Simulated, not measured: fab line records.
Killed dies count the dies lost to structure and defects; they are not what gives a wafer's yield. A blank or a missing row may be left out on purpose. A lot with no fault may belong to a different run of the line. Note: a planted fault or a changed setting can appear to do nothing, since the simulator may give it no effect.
The same fault as seen by 2 desks ; flow n5-finfet ; each desk holds nothing but its own numbers, with what lay behind them at the end

== DESK OF THE TOOL OWNER: rie-diel-01 ==
The tool's own readings at N5_BEOL_M5_TRENCH_ETCH_37 (etches SiCOH lowk in C4F6/O2, target depth 71.652 nm, time 24.7 s): means of the sampled wafers that have a number, for each lot that ran on this tool. Marked OUT: a lot whose mean sits more than 4 standard deviations from the usual mean, which makes it out of limits; the brackets give that distance. Shown are 7 of the 8 readings it has, namely the first that went out of limits plus those furthest out on some lot.
Columns: A = bias-w at N5_BEOL_M5_TRENCH_ETCH_37, usual 185.0 W; B = chamber-pressure-mTorr at N5_BEOL_M5_TRENCH_ETCH_37, usual 30.002 mTorr; C = oes_ar_750_au at N5_BEOL_M5_TRENCH_ETCH_37, usual 0.76 a.u.; D = oes-product-au at N5_BEOL_M5_TRENCH_ETCH_37, usual 0.76 a.u.; E = rf-vpp-V at N5_BEOL_M5_TRENCH_ETCH_37, usual 668 V; F = showerhead-plenum-p-Torr at N5_BEOL_M5_TRENCH_ETCH_37, usual 2.88 Torr; G = throttle-valve-pct at N5_BEOL_M5_TRENCH_ETCH_37, usual 20.94 %
lot;first seen here;A;B;C;D;E;F;G
L256;day 9 16:58;185.3;30.015;0.80;0.80;669;2.99;20.88
L257;day 10 12:59;193.6 (+15) OUT;29.992;0.77;0.77;693;2.97;20.83
L263;day 12 02:01;193.0 (+14) OUT;29.998;0.76;0.77;690;2.89;20.81
Finding of this desk: L257, L263 out of limits; the first was L257 at day 10 12:59, on bias-w at N5_BEOL_M5_TRENCH_ETCH_37. L256 stayed within limits.

== AT THE METROLOGY DESK ==
Lot by lot, what the gauges showed, no matter which tool ran the lot: averages of those sampled wafers that carry a number. Marked OUT: a lot whose mean sits more than 4 standard deviations from the usual mean, which makes it out of limits; the brackets give that distance.
Columns: A = M5_OVL at N5_BEOL_M5_OVL_MEAS_12, usual -0.8 nm; B = trench-depth-nm at N5_BEOL_M5_OCD_MEAS_38, usual 71.2 nm
lot;first seen here;A;B
L252;day 8 22:36;-0.8;71.4
L253;day 9 14:41;-0.3;70.3
L256;day 9 14:57;0.0;72.6
L257;day 10 10:32;-0.9;73.2
L262;day 11 12:47;-1.3;71.8
L263;day 11 21:29;-1.7;73.1
L266;day 12 17:41;-0.3;72.1
L269;day 13 02:16;-0.5;72.6
L270;day 13 13:02;-1.1;70.8
L273;day 14 06:07;-0.0;70.4
Finding of this desk: none of the 10 lots has anything out of limits.

== BROUGHT TOGETHER ==
The tool owner's desk had the chance to raise an alarm at day 10 12:59 on L257, L263.
Metrology desk: nothing out of limits seen.
The metrology desk has L257, L263 on record, within its limits.
Every lot named ran N5_BEOL_M5_TRENCH_ETCH_37 on rie-diel-01.

== WHAT THE SIMULATOR HAD PUT IN ==
rie-diel-01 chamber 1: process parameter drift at N5_BEOL_M5_TRENCH_ETCH_37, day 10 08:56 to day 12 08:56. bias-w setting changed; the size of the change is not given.
Shown lots that were struck: L257, L263.
Delay in hours, fault start to first out-of-limits reading, by desk: the tool owner's desk at 4.
